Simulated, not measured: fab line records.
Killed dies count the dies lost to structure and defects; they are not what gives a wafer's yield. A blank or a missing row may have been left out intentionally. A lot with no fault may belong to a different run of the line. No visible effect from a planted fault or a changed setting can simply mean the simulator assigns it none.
What tool caused it?    flow n5Finfet    14 lots with 40 wafers sampled at 2 steps, on a route of 1938 steps

## WHAT THE GAUGES SHOWED, per wafer
N5_BEOL_M1_THK_MEAS_01. Usual: M1_ILD_THK gives 79.0 nm (standard deviation 1.2).
lot   measured      on            M1_ILD_THK (nm)  flag
L238  day 7 04:45   filmMetro-01  79.4 79.2 79.3   
L239  day 7 05:26   filmMetro-02  78.6 79.0 80.4   
L240  day 7 08:57   filmMetro-02  78.9 78.4 80.6   
L244  day 7 11:17   filmMetro-01  78.6 76.2 79.4   
L245  day 7 19:38   filmMetro-01  77.5 77.8 78.4   
L252  day 9 20:06   filmMetro-01  78.7 77.6 79.7   
L251  day 9 20:17   filmMetro-02  78.9 79.1 81.8   
L256  day 10 06:03  filmMetro-01  78.6 80.1 77.7   
L255  day 10 09:19  filmMetro-01  77.7 80.1        
L257  day 10 23:16  filmMetro-02  77.5 78.6 79.2   
L258  day 11 04:51  filmMetro-02  77.4 79.5 81.1   
L260  day 11 11:40  filmMetro-02  77.6 81.1        
L259  day 11 14:01  filmMetro-01  77.2 78.5 80.7   
L261  day 11 20:51  filmMetro-01  76.2 79.4 80.2   

N5_BEOL_M1_CD_MEAS_11 targets a cd of 17.05 nm. Usual: 17.07 nm for cdNm, sd 0.26.
lot   measured      on        cdNm (nm)          flag
L238  day 7 05:28   cdSem-03  16.89 16.88 16.75  
L239  day 7 07:31   cdSem-01  17.39 16.51 17.02  
L240  day 7 10:05   cdSem-03  16.69 16.74 17.07  
L244  day 7 15:36   cdSem-03  17.28 17.51 17.29  
L245  day 7 21:19   cdSem-02  16.98 16.59 16.81  
L252  day 9 22:40   cdSem-01  17.10 17.04 16.89  
L251  day 9 22:56   cdSem-02  17.07 16.82 17.34  
L256  day 10 06:55  cdSem-03  17.31 17.38 17.41  
L255  day 10 10:26  cdSem-01  16.84 17.04        
L257  day 11 01:43  cdSem-01  17.12 16.74 17.52  
L258  day 11 06:59  cdSem-01  16.65 16.76 16.99  
L260  day 11 13:27  cdSem-02  17.04 17.42        
L259  day 11 16:25  cdSem-01  17.18 17.20 16.78  
L261  day 11 23:24  cdSem-01  17.24 17.21 17.30  

## WHAT TOOL EACH LOT RAN ON (gives the tool, then ch and the chambers of the sampled wafers, and finally the start)
The record shows no process step preceding these readings.

## WHAT THE TOOLS THEMSELVES READ (means of the sampled wafers that have a number; where no wafer has one, the mark that the record gives instead)
The record holds no such reading with a usual standard deviation.

## THE ANSWER, worked out from the rows above alone
Rule: take the mean of a lot's wafers that have a number; if it is more than 3 standard deviations from the usual mean, the lot is off. Also off: a lot with no number at a reading for which 4 or more lots have one. Any other lot the step has rows for is counted as sound. The gauges are gone through in route order, then the tools' own readings, and for those a lot's mean is taken as printed above. At the first step where some lot is off, the reading lying furthest off is the one used; lots without a number count as furthest.
None of the lots is off at any reading shown; this tells nothing.

## WHAT THE SIMULATOR PUT IN
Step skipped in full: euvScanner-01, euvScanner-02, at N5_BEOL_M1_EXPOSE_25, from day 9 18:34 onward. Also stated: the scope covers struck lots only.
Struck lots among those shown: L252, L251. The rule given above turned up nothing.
